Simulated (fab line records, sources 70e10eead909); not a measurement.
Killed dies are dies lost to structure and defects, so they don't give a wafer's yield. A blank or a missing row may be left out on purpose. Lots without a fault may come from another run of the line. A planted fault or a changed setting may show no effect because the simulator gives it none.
Chamber matching | flow nand_harc | NHARC_A_CHANNEL_FILL_D1_ETCHBACK_20 on rie_diel-05: 4 sister chambers
The step etches the open film in C4F8/O2/Ar, target depth 27 nm, time 13.5 s. 16 wafers are shown with their chamber, then 8 later ones without.

WAFERS WITH THEIR CHAMBER
wafer  | chamber | rf_vpp_V (V) | oes_product_au (a.u.)
L074.3 | 2       | 970          | 0.93
L074.4 | 0       | 972          | 0.93
L074.6 | 2       | 970          | 0.93
L078.2 | 0       | 969          | 1.00
L078.3 | 2       | 972          | 0.99
L078.4 | 3       | 986          | 0.99
L079.1 | 0       | 969          | 0.93
L079.4 | 3       | 988          | 0.92
L079.5 | 1       | 973          | 0.91
L083.1 | 0       | 970          | 1.00
L083.2 | 2       | 971          | 1.01
L083.6 | 0       | 970          | 1.01
L086.2 | 3       | 988          | 0.94
L086.4 | 1       | 973          | 0.94
L086.6 | 3       | 988          | 0.94
L088.2 | 3       | 988          | 0.91

SIGNATURES (means of the wafers above)
reading        | chamber 0 | chamber 1 | chamber 2 | chamber 3 | scatter within a chamber
rf_vpp_V       | 970.00    | 973.00    | 970.75    | 987.60    | 0.998
oes_product_au | 0.9740    | 0.9250    | 0.9650    | 0.9400    | 0.0364
Rule: a wafer's distance from a chamber is the root of the sum, over the readings, of the square of ((its reading less the chamber's mean) divided by the reading's scatter). The wafer belongs to the nearest chamber; if the next one is less than 2 further off, it can't be placed. The scatter: the root of (the sum of the squares of (reading less its chamber's mean) over the shown wafers, divided by (wafers less chambers)).

WAFERS WITHOUT THEIR CHAMBER
wafer  | rf_vpp_V (V) | oes_product_au (a.u.)
L088.4 | 971          | 0.92
L088.5 | 969          | 0.93
L092.1 | 971          | 0.92
L092.3 | 987          | 0.91
L092.6 | 970          | 0.93
L095.1 | 969          | 1.00
L095.3 | 970          | 1.00
L095.5 | 990          | 1.00

WHICH CHAMBER EACH WENT THROUGH
wafer  | from the rows above          | in truth
L088.4 | can't be placed: 2 or 0 or 1 | 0
L088.5 | can't be placed: 0 or 2      | 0
L092.1 | can't be placed: 2 or 0 or 1 | 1
L092.3 | 3                            | 3
L092.6 | can't be placed: 0 or 2 or 1 | 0
L095.1 | can't be placed: 0 or 2      | 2
L095.3 | can't be placed: 0 or 2      | 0
L095.5 | 3                            | 3
Placed correctly: 2 of 8. Can't be placed from these rows: 6 (the true chamber is among the candidates in 6). Placed wrongly: 0.
